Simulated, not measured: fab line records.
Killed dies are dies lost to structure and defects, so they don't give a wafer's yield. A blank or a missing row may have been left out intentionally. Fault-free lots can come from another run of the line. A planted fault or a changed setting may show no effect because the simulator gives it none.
fab line records    flow nand-harc    part 2 of 2: steps 24 to 35 of 35
record lots=5  wafers=15  last-day=23
route steps=1159 shown P_M1@285 P_M2@318
lots untouched by any fault: they come from a run of this same line in which no faults occurred
start-h: the number of hours between the record's first day and the start of the first shown wafer of the lot    wait-h: how many hours have passed since the lot's step before this one    " identical to the entry in the row above    L1.1+2: a row that stands for several wafers    - no value, or no start given    * or withheld: withheld    < > ~ a bound
route shown NAME@n: names a module that has steps shown in the file, with the first one's number in the route    usual: average and standard deviation across the fault-free wafers    same: alike in all rows    chamber/n: place in a boat    sites: the reading at each site    _std_site: how widely they spread, as a standard deviation    _edge_site: mean of outer sites minus mean of inner sites    radius-mm: for every site, how far away it sits from the centre of the wafer    mask NAME#n: copy n    behind: the last tool/chamber to shape the wafer    hold: cause of the lot's hold/its duration in hours/its outcome    device: the transistor (n, p or np) that didn't switch    end of line: tests of these same wafers at the route's end    for a step that has no rows: nothing shown but its recipe    killed: the dies lost at the first sort to structure and to defects; this is not the yield of the wafer    map: a wafer's dies, marking killed ones x, the rest . and places with no die _
set.NAME: setting as actually run; set.NAME@STEP: the setting as run at that earlier step    model.NAME: the simulator's own value behind a step, which no gauge read
a table for each step, a row for each wafer; lots at some steps of the route
services: from which hour (start-h, from the record's first day; less than 0 if before it) a tool's chamber was out of use, for how many hours, and why
## steps
# step NHARC_P_M1_PVD_21
# recipe target-thk-a=300  chamber-pressure-pa=5  power-w=5000  substrate-temp-c=30  time-s=20.49  material=Cu
# usual throttle-valve-pct=30.2/0.69
lot.wafer  tool            chamber  start-h  wait-h  throttle-valve-pct
L077.4     pvd-sputter-02  -        -        -       30.9
L077.2     "               -        "        "       29.3
L077.3     "               -        "        "       29.3
L079.4     pvd-sputter-03  -        -        -       30.0
L079.3     "               -        "        "       30.8
L079.5     "               -        "        "       29.9
L080.4     pvd-sputter-03  -        -        -       30.0
L080.2     "               -        "        "       29.2
L080.5     "               -        "        "       30.5
L081.3     pvd-sputter-02  -        -        -       29.4
L081.4     "               -        "        "       31.0
L081.5     "               -        "        "       30.4
L092.3     pvd-sputter-02  -        -        -       29.8
L092.1     "               -        "        "       28.7
L092.2     "               -        "        "       30.3
# step NHARC_P_M1_ECD_22
# recipe target-thk-a=4000  bath-temp-c=25  material=Cu
lot.wafer   tool       chamber  start-h  wait-h
L077.2+4+3  ecd-cu-01  1,0,1    143.45   -
L079.3+4+5  ecd-cu-02  1,0,1    153.80   -
L080.2+4+5  ecd-cu-02  1,1,0    158.58   -
L081.4+3+5  ecd-cu-01  1,0,0    160.10   -
L092.2+1+3  ecd-cu-02  1,0,0    231.12   -
# step NHARC_P_M1_ANNEAL_31
# recipe temp-c=225  time-s=90
# usual wafer_temp_C_max=225.97/0.26
lot.wafer  tool           chamber  start-h  wait-h  wafer_temp_C_max
L077.2     rtp-anneal-01  0        143.84   -       226.00
L077.3     "              0        "        "       226.33
L077.4     "              0        "        "       225.70
L079.3     rtp-anneal-02  0        154.18   0.3     226.42
L079.4     "              0        "        "       226.44
L079.5     "              0        "        "       226.02
L080.2     rtp-anneal-01  0        159.11   -       226.25
L080.4     "              0        "        "       225.36
L080.5     "              0        "        "       226.12
L081.3     rtp-anneal-02  0        160.49   0.3     225.94
L081.4     "              0        "        "       225.90
L081.5     "              0        "        "       226.06
L092.1     rtp-anneal-02  0        231.50   0.3     226.15
L092.2     "              0        "        "       226.03
L092.3     "              0        "        "       226.03
# step NHARC_P_M1_CMP_23
# recipe t-overpolish-s=20  target-thk-nm=157.82
# usual motor-current-A=12.2/1.2  time-to-endpoint-s=29.8/2.4
lot.wafer  tool    chamber  start-h  wait-h  motor-current-A  time-to-endpoint-s
L077.3     cmp-04  1        144.14   -       11.4             30.5
L077.2     "       2        "        "       11.4             31.3
L077.4     "       0        "        "       13.8             30.9
L079.4     cmp-04  2        154.42   -       11.8             28.6
L079.3     "       3        "        "       11.2             32.7
L079.5     "       3        "        "       11.9             31.9
L080.4     cmp-02  1        159.40   -       12.6             28.9
L080.2     "       0        "        "       11.4             36.1
L080.5     "       1        "        "       13.0             27.3
L081.4     cmp-01  0        160.73   -       14.3             34.2
L081.3     "       1        "        "       11.5             29.2
L081.5     "       1        "        "       11.3             32.5
L092.3     cmp-02  2        231.84   -       9.4              28.1
L092.1     "       0        "        "       11.7             32.2
L092.2     "       1        "        "       12.8             25.0
# step NHARC_P_M1_THK_MEAS_24
# recipe thk-meas-gauge=xrf
# usual thk-nm=158.2/1.3
lot.wafer  tool           chamber  start-h  wait-h  thk-nm
L077.2     film-metro-02  -        144.46   -       158.3
L077.3     "              -        "        "       158.7
L077.4     "              -        "        "       158.2
L079.3     film-metro-01  -        154.74   -       157.5
L079.4     "              -        "        "       157.7
L079.5     "              -        "        "       158.0
L080.2     film-metro-02  -        159.72   -       157.9
L080.4     "              -        "        "       155.9
L080.5     "              -        "        "       157.2
L081.3     film-metro-02  -        161.05   -       160.0
L081.4     "              -        "        "       159.7
L081.5     "              -        "        "       158.5
L092.1     film-metro-01  -        232.15   -       158.9
L092.2     "              -        "        "       158.5
L092.3     "              -        "        "       159.3
# step NHARC_P_M1_SRD_25
lot.wafer   tool          chamber  start-h  wait-h
L077.3+4+2  wet-bench-10  0,1,2    144.50   0.0
L079.5+3+4  wet-bench-10  5,7,1    154.78   0.0
L080.5+4+2  wet-bench-10  5,6,1    159.76   0.0
L081.4+5+3  wet-bench-08  2,4,6    161.08   0.0
L092.3+1+2  wet-bench-10  7,0,1    232.21   0.1
# step NHARC_P_M1_INSPECT_27
# usual raw-defect-count=310/110
lot.wafer  tool               chamber  start-h  wait-h  raw-defect-count
L077.2     defect-inspect-01  -        144.61   0.0     382
L077.3     "                  -        "        "       213
L077.4     "                  -        "        "       315
L079.3     defect-inspect-02  -        154.90   0.0     327
L079.4     "                  -        "        "       294
L079.5     "                  -        "        "       499
L080.2     defect-inspect-02  -        159.88   0.0     249
L080.4     "                  -        "        "       465
L080.5     "                  -        "        "       737
L081.3     defect-inspect-01  -        161.20   0.0     268
L081.4     "                  -        "        "       154
L081.5     "                  -        "        "       453
L092.1     defect-inspect-01  -        232.31   0.0     377
L092.2     "                  -        "        "       352
L092.3     "                  -        "        "       261
# step NHARC_P_M1_PRE_CLEAN_32
# recipe time-s=12  temp-c=370  rf-power-w=300  gas=NH3
# usual heater-power-outer-w=347/55  heater-power-w=623/87
lot.wafer  tool      chamber  start-h  wait-h  heater-power-outer-w  heater-power-w
L077.3     pecvd-04  0        144.68   0.1     320                   598
L077.2     "         1        "        "       241                   437
L077.4     "         2        "        "       280                   556
L079.3     pecvd-01  1        154.98   0.1     329                   565
L079.4     "         1        "        "       334                   576
L079.5     "         2        "        "       347                   599
L080.2     pecvd-01  2        159.96   0.1     318                   582
L080.4     "         1        "        "       276                   496
L080.5     "         2        "        "       313                   570
L081.3     pecvd-04  1        161.29   0.1     260                   487
L081.5     "         2        "        "       375                   658
L081.4     "         0        "        "       350                   646
L092.2     pecvd-04  0        232.38   0.1     371                   658
L092.1     "         1        "        "       256                   455
L092.3     "         2        "        "       332                   608
# step NHARC_P_M1_DEP_33
# recipe target-thk-a=300  temp-c=370  target-thk-nm=30  pressure-torr=3  flow-sccm=200  rf-w=450  material=SiCN
# usual heater-power-outer-w=303/46  heater-power-w=566/75
lot.wafer  tool      chamber  start-h  wait-h  heater-power-outer-w  heater-power-w
L077.3     pecvd-04  0        144.76   0.1     252                   539
L077.2     "         1        "        "       259                   465
L077.4     "         2        "        "       319                   599
L079.3     pecvd-01  1        155.08   0.1     230                   444
L079.4     "         1        "        "       231                   440
L079.5     "         2        "        "       315                   552
L080.2     pecvd-01  2        160.06   0.1     326                   583
L080.4     "         1        "        "       271                   489
L080.5     "         2        "        "       248                   462
L081.3     pecvd-04  1        161.43   0.1     257                   461
L081.5     "         2        "        "       311                   594
L081.4     "         0        "        "       237                   498
L092.2     pecvd-04  0        232.46   0.1     303                   585
L092.1     "         1        "        "       237                   469
L092.3     "         2        "        "       257                   502
# step NHARC_P_M2_DEP_00
# recipe target-thk-a=1825  target-thk-nm=182.5  temp-c=withheld  pressure-torr=5  flow-sccm=200  rf-w=600  material=SiOC
lot.wafer   tool      chamber  start-h  wait-h
L077.2+3+4  pecvd-04  0,1,2    -        -
L079.3+4+5  pecvd-04  2,2,0    155.56   -
L080.2+4+5  pecvd-01  1,2,1    -        -
L081.3+5+4  pecvd-01  0,2,1    161.78   -
L092.1+3+2  pecvd-02  2,0,1    232.87   -
# step NHARC_P_M2_DEHYDRATE_01
# recipe temp-c=150  time-s=120
# usual plate-temp-C=149.97/0.15
lot.wafer  tool            chamber  start-h  wait-h  plate-temp-C
L077.2     litho-track-01  0        145.69   -       150.09
L077.3     "               0        "        "       150.17
L077.4     "               0        "        "       149.76
L079.3     litho-track-04  0        155.92   -       149.85
L079.4     "               0        "        "       149.89
L079.5     "               0        "        "       149.94
L080.2     litho-track-04  0        160.82   -       150.04
L080.4     "               0        "        "       150.16
L080.5     "               0        "        "       150.07
L081.3     litho-track-06  0        162.14   -       149.97
L081.4     "               0        "        "       149.79
L081.5     "               0        "        "       149.79
L092.1     litho-track-06  0        233.27   -       149.98
L092.2     "               0        "        "       150.01
L092.3     "               0        "        "       150.06
# step NHARC_P_M2_HMDS_02
# recipe time-s=30
lot.wafer   tool            chamber  start-h  wait-h
L077.2+3+4  litho-track-01  0        -        -
L079.3+4+5  litho-track-04  0        -        -
L080.2+4+5  litho-track-04  0        -        -
L081.3+4+5  litho-track-06  0        -        -
L092.1+2+3  litho-track-06  0        -        -
## services
tool             chamber  start-h  hours  kind
litho-track-06   -        117.00   7.0    pm
wet-bench-08     -        123.77   0.9    repair
cmp-02           -        128.50   4.0    pm
ecd-cu-02        -        130.63   3.3    repair
rie-diel-06      1        132.28   3.8    repair
arfi-scanner-03  -        140.00   4.0    pm
litho-track-04   -        141.00   7.0    pm
pecvd-02         -        153.20   13.0   pm
arfi-scanner-01  -        163.27   23.8   repair
rie-diel-10      -        176.50   9.0    pm
pecvd-04         2        177.51   5.0    repair
ecd-cu-02        -        180.00   8.0    pm
cmp-04           -        189.33   1.9    repair
pecvd-04         -        195.00   13.0   pm
arfi-scanner-01  -        196.00   4.0    pm
rie-diel-06      2        202.96   13.3   repair
cmp-04           -        203.07   4.0    pm
rie-diel-10      0        207.78   2.1    repair
pvd-sputter-02   -        214.02   10.0   pm
arfi-scanner-01  -        222.25   0.4    repair
cmp-02           -        226.56   4.0    pm
rie-diel-04      1        228.61   4.2    repair
wet-bench-08     -        230.40   8.0    pm
rie-diel-04      2        233.14   5.4    repair
